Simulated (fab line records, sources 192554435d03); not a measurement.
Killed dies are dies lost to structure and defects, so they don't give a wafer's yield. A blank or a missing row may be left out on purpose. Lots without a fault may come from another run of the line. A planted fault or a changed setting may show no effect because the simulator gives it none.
Which tool did it? | flow n5_finfet | 24 lots, 72 wafers sampled, at 6 steps of a route of 1938

WHAT THE GAUGES READ, wafer by wafer
N5_BEOL_M10_CD_MEAS_28: target cd 70 nm. Usual: cd_nm 70.2 nm, standard deviation 1.
lot  | measured     | on        | cd_nm (nm)     | flag
L074 | day 9 21:47  | cd_sem-01 | 71.1 71.7 70.8 |
L076 | day 9 21:37  | cd_sem-01 | 70.0 68.1 67.7 |
L075 | day 10 06:11 | cd_sem-01 | 69.2 70.1 70.3 |
L078 | day 10 09:15 | cd_sem-02 | 68.9 69.8 70.2 |
L077 | day 10 08:59 | cd_sem-03 | 70.5 70.3 69.9 |
L079 | day 11 05:10 | cd_sem-03 | 69.5 70.2 69.6 |
L080 | day 11 15:43 | cd_sem-01 | 70.0 69.9 70.3 |
L081 | day 12 00:04 | cd_sem-03 | 71.4 70.2 69.7 |
L082 | day 12 00:07 | cd_sem-03 | 69.7 70.4 69.3 |
L084 | day 12 16:44 | cd_sem-02 | 69.7 71.2 69.6 |
L083 | day 12 17:06 | cd_sem-03 | 71.9 72.1 72.0 |
L086 | day 13 03:20 | cd_sem-01 | 69.3 68.1 69.4 |
L085 | day 13 03:51 | cd_sem-01 | 71.6 70.7 70.6 |
L087 | day 13 09:28 | cd_sem-02 | 70.4 70.8 70.0 |
L088 | day 13 10:44 | cd_sem-03 | 70.1 68.4 70.5 |
L089 | day 13 18:02 | cd_sem-03 | 70.0 69.3 69.5 |
L091 | day 14 12:16 | cd_sem-02 | 69.9 68.9 70.6 |
L090 | day 14 12:26 | cd_sem-03 | 70.9 68.0 69.6 |
L092 | day 14 16:06 | cd_sem-02 | 70.6 71.6 71.7 |
L093 | day 15 07:22 | cd_sem-03 | 71.1 69.3 70.9 |
L096 | day 15 11:47 | cd_sem-02 | 71.7 71.1 71.8 |
L095 | day 15 18:22 | cd_sem-03 | 69.4 70.0 69.6 |
L094 | day 15 18:25 | cd_sem-03 | 71.0 71.5 70.8 |
L097 | day 16 13:11 | cd_sem-01 | 69.9 69.4 69.9 |

WHICH TOOL RAN EACH LOT (tool, then ch and the chambers of the sampled wafers, then the start)
lot  | N5_BEOL_M9_DESCUM_33               | N5_BEOL_M9_CMP_52             | N5_BEOL_M9_DEP_56               | N5_BEOL_M10_PECVD_70            | N5_BEOL_M10_STRIP_67
L074 | rie_diel-05 ch 0,2,3, day 9 13:13  | cmp-02 ch 0,1, day 9 16:32    | pecvd-01 ch 0,2, day 9 16:53    | pecvd-02 ch 0,1, day 9 17:40    | rie_diel-01 ch 1,3, day 9 19:54
L076 | rie_diel-04 ch 1,3, day 9 15:08    | cmp-02 ch 1,2,3, day 9 17:14  | pecvd-02 ch 1, day 9 17:36      | pecvd-03 ch 0,2, day 9 18:23    | rie_diel-06 ch 1,2, day 9 20:08
L075 | rie_diel-02 ch 1,2,3, day 9 21:48  | cmp-03 ch 0,1,3, day 10 00:16 | pecvd-04 ch 0,1, day 10 00:33   | pecvd-03 ch 0,1, day 10 01:20   | rie_diel-03 ch 2,3, day 10 04:47
L078 | rie_diel-05 ch 0,1,3, day 10 03:10 | cmp-03 ch 2,3, day 10 05:45   | pecvd-02 ch 1, day 10 06:07     | pecvd-01 ch 0,1,2, day 10 07:23 | rie_diel-01 ch 1,3, day 10 08:37
L077 | rie_diel-05 ch 1,2,3, day 10 03:35 | cmp-03 ch 0,3, day 10 06:11   | pecvd-02 ch 0,1, day 10 06:31   | pecvd-03 ch 0,2, day 10 07:20   | rie_diel-03 ch 0,1,2, day 10 08:16
L079 | rie_diel-04 ch 2,3, day 10 19:08   | cmp-01 ch 0,1,2, day 10 23:00 | pecvd-04 ch 0,1, day 10 23:22   | pecvd-01 ch 0,2, day 11 00:07   | rie_diel-01 ch 0,1,3, day 11 03:16
L080 | rie_diel-04 ch 0,1,2, day 11 05:25 | cmp-02 ch 0,2,3, day 11 07:55 | pecvd-04 ch 0,2, day 11 08:17   | pecvd-03 ch 1,2, day 11 09:15   | rie_diel-06 ch 1,2,3, day 11 12:46
L081 | rie_diel-05 ch 0,2,3, day 11 15:46 | cmp-01 ch 0,2,3, day 11 18:19 | pecvd-01 ch 0,2, day 11 18:38   | pecvd-01 ch 1,2, day 11 19:52   | rie_diel-06 ch 0,2,3, day 11 21:51
L082 | rie_diel-02 ch 0,1,2, day 11 15:49 | cmp-02 ch 1,2,3, day 11 18:34 | pecvd-01 ch 1,2, day 11 18:56   | pecvd-03 ch 0,1,2, day 11 19:54 | rie_diel-06 ch 0,3, day 11 22:08
L084 | rie_diel-04 ch 0,3, day 12 09:06   | cmp-03 ch 0,1,2, day 12 12:20 | pecvd-01 ch 0,1,2, day 12 12:40 | pecvd-02 ch 1,2, day 12 13:28   | rie_diel-01 ch 0,2,3, day 12 15:59
L083 | rie_diel-02 ch 0,3, day 12 09:11   | cmp-02 ch 0,3, day 12 12:33   | pecvd-01 ch 1,2, day 12 12:55   | pecvd-03 ch 0,1,2, day 12 13:46 | rie_diel-06 ch 0,1,2, day 12 16:18
L086 | rie_diel-05 ch 0,1, day 12 19:35   | cmp-03 ch 0,2, day 12 22:09   | pecvd-04 ch 0,2, day 12 22:31   | pecvd-02 ch 0,2, day 12 23:19   | rie_diel-06 ch 1,2,3, day 13 02:01
L085 | rie_diel-04 ch 0,1, day 12 20:13   | cmp-01 ch 0,2, day 13 00:06   | pecvd-02 ch 0,1,2, day 13 00:25 | pecvd-03 ch 1,2, day 13 01:11   | rie_diel-06 ch 0,1,2, day 13 03:13
L087 | rie_diel-04 ch 0,1,3, day 13 02:26 | cmp-01 ch 1,2,3, day 13 05:05 | pecvd-01 ch 0,1, day 13 05:25   | pecvd-01 ch 1,2, day 13 06:25   | rie_diel-06 ch 0,1,2, day 13 08:37
L088 | rie_diel-02 ch 2,3, day 13 04:13   | cmp-02 ch 2,3, day 13 06:43   | pecvd-01 ch 0,1,2, day 13 07:04 | pecvd-01 ch 0,1, day 13 07:50   | rie_diel-03 ch 1,3, day 13 09:53
L089 | rie_diel-02 ch 0,2,3, day 13 09:53 | cmp-02 ch 1,2,3, day 13 13:07 | pecvd-04 ch 0,1, day 13 13:25   | pecvd-02 ch 0,1, day 13 14:11   | rie_diel-03 ch 0,1,3, day 13 16:01
L091 | rie_diel-02 ch 0,2,3, day 14 03:26 | cmp-01 ch 1,2,3, day 14 05:45 | pecvd-01 ch 0,1,2, day 14 06:04 | pecvd-02 ch 0,1,2, day 14 06:50 | rie_diel-01 ch 0,2,3, day 14 07:47
L090 | rie_diel-02 ch 0,1,2, day 14 04:03 | cmp-03 ch 0,1,3, day 14 06:21 | pecvd-02 ch 0,1,2, day 14 06:40 | pecvd-01 ch 0,2, day 14 07:26   | rie_diel-01 ch 2,3, day 14 08:56
L092 | rie_diel-02 ch 0,3, day 14 08:02   | cmp-03 ch 0,3, day 14 13:09   | pecvd-02 ch 0,1,2, day 14 13:31 | pecvd-02 ch 0,1, day 14 14:16   | rie_diel-06 ch 0,2, day 14 15:36
L093 | rie_diel-02 ch 0,3, day 14 21:20   | cmp-01 ch 0,1,2, day 15 00:48 | pecvd-04 ch 0,1,2, day 15 01:02 | pecvd-01 ch 0,1,2, day 15 01:49 | rie_diel-06 ch 1,2,3, day 15 05:38
L096 | rie_diel-05 ch 1,2,3, day 15 05:01 | cmp-03 ch 1,2,3, day 15 07:28 | pecvd-01 ch 0,1,2, day 15 07:49 | pecvd-02 ch 0,1, day 15 08:35   | rie_diel-06 ch 0,1,2, day 15 09:37
L095 | rie_diel-02 ch 0,1,3, day 15 07:38 | cmp-03 ch 0,2,3, day 15 13:19 | pecvd-04 ch 1,2, day 15 13:40   | pecvd-01 ch 0,1, day 15 14:38   | rie_diel-01 ch 0,1,2, day 15 17:35
L094 | rie_diel-02 ch 0,2, day 15 08:11   | cmp-01 ch 0,2,3, day 15 14:20 | pecvd-04 ch 0,1, day 15 14:41   | pecvd-02 ch 0,2, day 15 15:28   | rie_diel-03 ch 0,2, day 15 17:45
L097 | rie_diel-02 ch 1,2, day 16 05:46   | cmp-02 ch 0,3, day 16 09:23   | pecvd-02 ch 0,1, day 16 09:44   | pecvd-02 ch 0,1, day 16 10:30   | rie_diel-06 ch 0,3, day 16 12:31
- N5_BEOL_M9_DESCUM_33: chemistry O2, time 7 s.
- N5_BEOL_M9_CMP_52: polishes, stops on SiCOH lowk, t overpolish 7 s, target thk 140 nm.
- N5_BEOL_M9_DEP_56: deposits SiCN from 3MS/NH3, target thk 15 nm, time 26.5 s.
- N5_BEOL_M10_PECVD_70: deposits SiO2 from TEOS/O2, target thk 20 nm, time 22.7 s.
- N5_BEOL_M10_STRIP_67: strips in CF4.

WHAT THE TOOLS THEMSELVES READ (means of the sampled wafers that have a number; where no wafer has one, the mark that the record gives instead)
N5_BEOL_M9_DESCUM_33. Usual: drypump_motor_current_A 5.9 A, standard deviation 0.58; oes_product_au 0.83 a.u., standard deviation 0.085; rf_vpp_V 243.5 V, standard deviation 1.3; showerhead_plenum_p_Torr 2.11 Torr, standard deviation 0.074; throttle_valve_pct 20.38 %, standard deviation 0.21.
lot  | tool        | drypump_motor_current_A (A) | oes_product_au (a.u.) | rf_vpp_V (V) | showerhead_plenum_p_Torr (Torr) | throttle_valve_pct (%) | flag
L074 | rie_diel-05 | 6.1                         | 0.79                  | 243.1        | 2.08                            | 20.37                  |
L076 | rie_diel-04 | 5.4                         | 0.76                  | 245.1        | 2.17                            | 20.23                  |
L075 | rie_diel-02 | 6.5                         | 0.84                  | 242.9        | 2.08                            | 20.47                  |
L078 | rie_diel-05 | 5.8                         | 0.74                  | 242.7        | 2.06                            | 20.35                  |
L077 | rie_diel-05 | 6.1                         | 0.81                  | 242.8        | 2.03                            | 20.38                  |
L079 | rie_diel-04 | 5.6                         | 0.75                  | 244.4        | 2.18                            | 20.40                  |
L080 | rie_diel-04 | 5.5                         | 0.86                  | 243.6        | 2.14                            | 20.32                  |
L081 | rie_diel-05 | 6.1                         | 0.78                  | 243.5        | 2.07                            | 20.39                  |
L082 | rie_diel-02 | 6.0                         | 0.89                  | 243.5        | 2.12                            | 20.35                  |
L084 | rie_diel-04 | 5.4                         | 0.90                  | 244.7        | 2.20                            | 20.32                  |
L083 | rie_diel-02 | 5.5                         | 0.89                  | 244.2        | 2.17                            | 20.23                  |
L086 | rie_diel-05 | 5.5                         | 0.73                  | 242.5        | 2.05                            | 20.37                  |
L085 | rie_diel-04 | 5.3                         | 0.93                  | 243.6        | 2.13                            | 20.14                  |
L087 | rie_diel-04 | 5.4                         | 0.89                  | 243.8        | 2.17                            | 20.25                  |
L088 | rie_diel-02 | 6.6                         | 0.76                  | 243.1        | 2.08                            | 20.58                  |
L089 | rie_diel-02 | 6.1                         | 0.83                  | 244.4        | 2.13                            | 20.44                  |
L091 | rie_diel-02 | 6.1                         | 0.82                  | 243.8        | 2.12                            | 20.46                  |
L090 | rie_diel-02 | 6.0                         | 0.85                  | 243.3        | 2.11                            | 20.37                  |
L092 | rie_diel-02 | 6.0                         | 0.80                  | 244.1        | 2.12                            | 20.38                  |
L093 | rie_diel-02 | 5.6                         | 0.86                  | 243.9        | 2.16                            | 20.25                  |
L096 | rie_diel-05 | 6.2                         | 0.77                  | 242.3        | 2.01                            | 20.43                  |
L095 | rie_diel-02 | 5.9                         | 0.84                  | 243.9        | 2.10                            | 20.32                  |
L094 | rie_diel-02 | 5.6                         | 0.88                  | 244.1        | 2.17                            | 20.32                  |
L097 | rie_diel-02 | 6.5                         | 0.80                  | 243.1        | 2.07                            | 20.59                  |

N5_BEOL_M9_CMP_52. Usual: barrier_field_endpoint_s 28.6 s, standard deviation 0.71; edge_zone_pressure_frac 1.000, standard deviation 0.0051; motor_current_A 5.9 A, standard deviation 0.56; overpolish_run_s 7.000 s, standard deviation 0.01; slurry_filter_dp_kPa 13.49 kPa, standard deviation 0.15; time_to_endpoint_s 65 s, standard deviation 3.1.
lot  | tool   | barrier_field_endpoint_s (s) | edge_zone_pressure_frac | motor_current_A (A) | overpolish_run_s (s) | slurry_filter_dp_kPa (kPa) | time_to_endpoint_s (s) | flag
L074 | cmp-02 | 28.6                         | 0.999                   | 5.5                 | 6.999                | 13.57                      | 61                     |
L076 | cmp-02 | 28.1                         | 1.002                   | 5.8                 | 7.001                | 13.58                      | 63                     |
L075 | cmp-03 | 29.2                         | 0.998                   | 6.2                 | 6.997                | 13.48                      | 68                     |
L078 | cmp-03 | 28.5                         | 0.996                   | 5.9                 | 7.011                | 13.41                      | 67                     |
L077 | cmp-03 | 28.1                         | 1.009                   | 5.7                 | 7.002                | 13.65                      | 68                     |
L079 | cmp-01 | 28.1                         | 0.995                   | 6.2                 | 6.994                | 13.44                      | 64                     |
L080 | cmp-02 | 28.1                         | 1.000                   | 5.4                 | 6.996                | 13.49                      | 63                     |
L081 | cmp-01 | 28.1                         | 0.997                   | 5.9                 | 6.994                | 13.57                      | 66                     |
L082 | cmp-02 | 27.4                         | 1.007                   | 5.7                 | 7.002                | 13.53                      | 62                     |
L084 | cmp-03 | 29.2                         | 0.998                   | 6.3                 | 7.001                | 13.48                      | 67                     |
L083 | cmp-02 | 29.2                         | 1.003                   | 5.0                 | 6.994                | 13.39                      | 64                     |
L086 | cmp-03 | 29.3                         | 1.002                   | 6.4                 | 6.988                | 13.58                      | 71                     |
L085 | cmp-01 | 29.5                         | 1.002                   | 5.9                 | 7.002                | 13.55                      | 66                     |
L087 | cmp-01 | 29.6                         | 1.006                   | 6.0                 | 7.002                | 13.48                      | 66                     |
L088 | cmp-02 | 29.4                         | 1.005                   | 5.8                 | 6.996                | 13.50                      | 65                     |
L089 | cmp-02 | 28.3                         | 1.003                   | 5.9                 | 7.003                | 13.55                      | 65                     |
L091 | cmp-01 | 28.9                         | 1.000                   | 6.3                 | 6.996                | 13.35                      | 67                     |
L090 | cmp-03 | 28.8                         | 0.997                   | 6.0                 | 7.007                | 13.51                      | 63                     |
L092 | cmp-03 | 28.4                         | 1.006                   | 5.8                 | 6.997                | 13.44                      | 63                     |
L093 | cmp-01 | 28.6                         | 0.996                   | 6.3                 | 7.003                | 13.53                      | 66                     |
L096 | cmp-03 | 28.3                         | 1.002                   | 6.2                 | 7.008                | 13.46                      | 67                     |
L095 | cmp-03 | 28.7                         | 1.000                   | 6.0                 | 7.003                | 13.35                      | 66                     |
L094 | cmp-01 | 29.0                         | 1.000                   | 5.6                 | 7.003                | 13.60                      | 66                     |
L097 | cmp-02 | 28.1                         | 0.998                   | 5.2                 | 6.998                | 13.31                      | 64                     |

N5_BEOL_M9_DEP_56. Usual: showerhead_plenum_p_Torr 3.663 Torr, standard deviation 0.015; throttle_valve_pct 8.8 %, standard deviation 0.44.
lot  | tool     | showerhead_plenum_p_Torr (Torr) | throttle_valve_pct (%) | flag
L074 | pecvd-01 | 3.650                           | 8.5                    |
L076 | pecvd-02 | 3.669                           | 9.4                    |
L075 | pecvd-04 | 3.670                           | 9.2                    |
L078 | pecvd-02 | 3.673                           | 9.5                    |
L077 | pecvd-02 | 3.675                           | 9.3                    |
L079 | pecvd-04 | 3.672                           | 9.1                    |
L080 | pecvd-04 | 3.664                           | 8.5                    |
L081 | pecvd-01 | 3.641                           | 8.7                    |
L082 | pecvd-01 | 3.660                           | 8.8                    |
L084 | pecvd-01 | 3.652                           | 8.9                    |
L083 | pecvd-01 | 3.655                           | 8.4                    |
L086 | pecvd-04 | 3.663                           | 8.6                    |
L085 | pecvd-02 | 3.679                           | 8.9                    |
L087 | pecvd-01 | 3.650                           | 9.2                    |
L088 | pecvd-01 | 3.649                           | 8.7                    |
L089 | pecvd-04 | 3.664                           | 9.0                    |
L091 | pecvd-01 | 3.654                           | 8.8                    |
L090 | pecvd-02 | 3.675                           | 9.0                    |
L092 | pecvd-02 | 3.680                           | 9.2                    |
L093 | pecvd-04 | 3.665                           | 8.8                    |
L096 | pecvd-01 | 3.656                           | 8.8                    |
L095 | pecvd-04 | 3.665                           | 8.7                    |
L094 | pecvd-04 | 3.663                           | 9.1                    |
L097 | pecvd-02 | 3.674                           | 9.1                    |

N5_BEOL_M10_PECVD_70. Usual: heater_power_w 717 W, standard deviation 93; showerhead_plenum_p_Torr 8.78 Torr, standard deviation 0.081; throttle_valve_pct 22.1 %, standard deviation 0.87.
lot  | tool     | heater_power_w (W) | showerhead_plenum_p_Torr (Torr) | throttle_valve_pct (%) | flag
L074 | pecvd-02 | 708                | 8.83                            | 22.8                   |
L076 | pecvd-03 | 882                | 8.76                            | 22.2                   |
L075 | pecvd-03 | 841                | 8.74                            | 22.2                   |
L078 | pecvd-01 | 645                | 8.70                            | 21.7                   |
L077 | pecvd-03 | 812                | 8.76                            | 22.2                   |
L079 | pecvd-01 | 599                | 8.69                            | 21.7                   |
L080 | pecvd-03 | 817                | 8.76                            | 22.2                   |
L081 | pecvd-01 | 589                | 8.74                            | 21.6                   |
L082 | pecvd-03 | 812                | 8.74                            | 22.1                   |
L084 | pecvd-02 | 708                | 8.91                            | 21.7                   |
L083 | pecvd-03 | 825                | 8.75                            | 22.0                   |
L086 | pecvd-02 | 652                | 8.90                            | 21.4                   |
L085 | pecvd-03 | 755                | 8.76                            | 22.2                   |
L087 | pecvd-01 | 581                | 8.75                            | 20.9                   |
L088 | pecvd-01 | 625                | 8.70                            | 22.4                   |
L089 | pecvd-02 | 719                | 8.84                            | 22.4                   |
L091 | pecvd-02 | 734                | 8.85                            | 22.3                   |
L090 | pecvd-01 | 699                | 8.68                            | 21.8                   |
L092 | pecvd-02 | 782                | 8.82                            | 22.4                   |
L093 | pecvd-01 | 632                | 8.71                            | 21.8                   |
L096 | pecvd-02 | 754                | 8.82                            | 22.6                   |
L095 | pecvd-01 | 658                | 8.68                            | 22.6                   |
L094 | pecvd-02 | 700                | 8.90                            | 21.5                   |
L097 | pecvd-02 | 685                | 8.80                            | 22.9                   |

N5_BEOL_M10_STRIP_67. Usual: drypump_motor_current_A 5.7 A, standard deviation 0.44; oes_product_au 0.83 a.u., standard deviation 0.073; power_w 300.0 W, standard deviation 0.97; rf_vpp_V 271.5 V, standard deviation 1.2; showerhead_plenum_p_Torr 1.81 Torr, standard deviation 0.04; throttle_valve_pct 13.53 %, standard deviation 0.28.
lot  | tool        | drypump_motor_current_A (A) | oes_product_au (a.u.) | power_w (W) | rf_vpp_V (V) | showerhead_plenum_p_Torr (Torr) | throttle_valve_pct (%) | flag
L074 | rie_diel-01 | 6.1                         | 0.79                  | 300.3       | 270.8        | 1.79                            | 13.41                  |
L076 | rie_diel-06 | 5.9                         | 0.91                  | 299.8       | 272.9        | 1.87                            | 13.27                  |
L075 | rie_diel-03 | 5.4                         | 0.89                  | 301.1       | 271.6        | 1.80                            | 13.38                  |
L078 | rie_diel-01 | 6.1                         | 0.79                  | 300.0       | 271.4        | 1.79                            | 13.43                  |
L077 | rie_diel-03 | 5.7                         | 0.87                  | 300.3       | 271.1        | 1.79                            | 13.50                  |
L079 | rie_diel-01 | 6.2                         | 0.81                  | 299.7       | 271.6        | 1.80                            | 13.46                  |
L080 | rie_diel-06 | 5.8                         | 0.84                  | 299.6       | 272.3        | 1.83                            | 13.58                  |
L081 | rie_diel-06 | 5.5                         | 0.81                  | 299.4       | 271.6        | 1.82                            | 13.70                  |
L082 | rie_diel-06 | 5.5                         | 0.74                  | 299.9       | 271.3        | 1.81                            | 13.94                  |
L084 | rie_diel-01 | 5.8                         | 0.91                  | 299.8       | 270.9        | 1.78                            | 13.35                  |
L083 | rie_diel-06 | 5.6                         | 0.84                  | 299.6       | 273.1        | 1.85                            | 13.44                  |
L086 | rie_diel-06 | 5.8                         | 0.82                  | 299.9       | 272.5        | 1.83                            | 13.60                  |
L085 | rie_diel-06 | 5.5                         | 0.83                  | 300.4       | 272.5        | 1.85                            | 13.46                  |
L087 | rie_diel-06 | 5.6                         | 0.83                  | 300.3       | 272.5        | 1.85                            | 13.46                  |
L088 | rie_diel-03 | 5.8                         | 0.85                  | 300.1       | 269.8        | 1.75                            | 13.34                  |
L089 | rie_diel-03 | 5.9                         | 0.84                  | 299.6       | 270.1        | 1.77                            | 13.48                  |
L091 | rie_diel-01 | 5.8                         | 0.89                  | 300.0       | 271.1        | 1.78                            | 13.36                  |
L090 | rie_diel-01 | 5.4                         | 0.91                  | 299.8       | 270.8        | 1.76                            | 13.33                  |
L092 | rie_diel-06 | 5.4                         | 0.84                  | 299.4       | 271.7        | 1.83                            | 13.51                  |
L093 | rie_diel-06 | 5.8                         | 0.80                  | 299.6       | 271.9        | 1.82                            | 13.64                  |
L096 | rie_diel-06 | 5.5                         | 0.81                  | 300.6       | 272.4        | 1.84                            | 13.50                  |
L095 | rie_diel-01 | 6.1                         | 0.83                  | 299.1       | 271.3        | 1.79                            | 13.39                  |
L094 | rie_diel-03 | 5.7                         | 0.82                  | 299.8       | 271.4        | 1.81                            | 13.67                  |
L097 | rie_diel-06 | 5.5                         | 0.71                  | 300.8       | 271.2        | 1.80                            | 14.04                  |

THE ANSWER, worked out from the rows above alone
Rule: a lot is off if the mean of its wafers that have a number lies more than 3 standard deviations from the usual mean. A lot without any number at a reading at which 4 lots or more have one is off too. The other lots that the step has rows for count as sound. The gauges are gone through in route order, then the tools' own readings, and for those a lot's mean is taken as printed above. The first step at which some lot is off is used, and at that step the reading that is off furthest; a lot without a number counts as furthest.
No lot is off at any reading shown: from this, nothing can be told.

WHAT THE SIMULATOR HAD PUT IN
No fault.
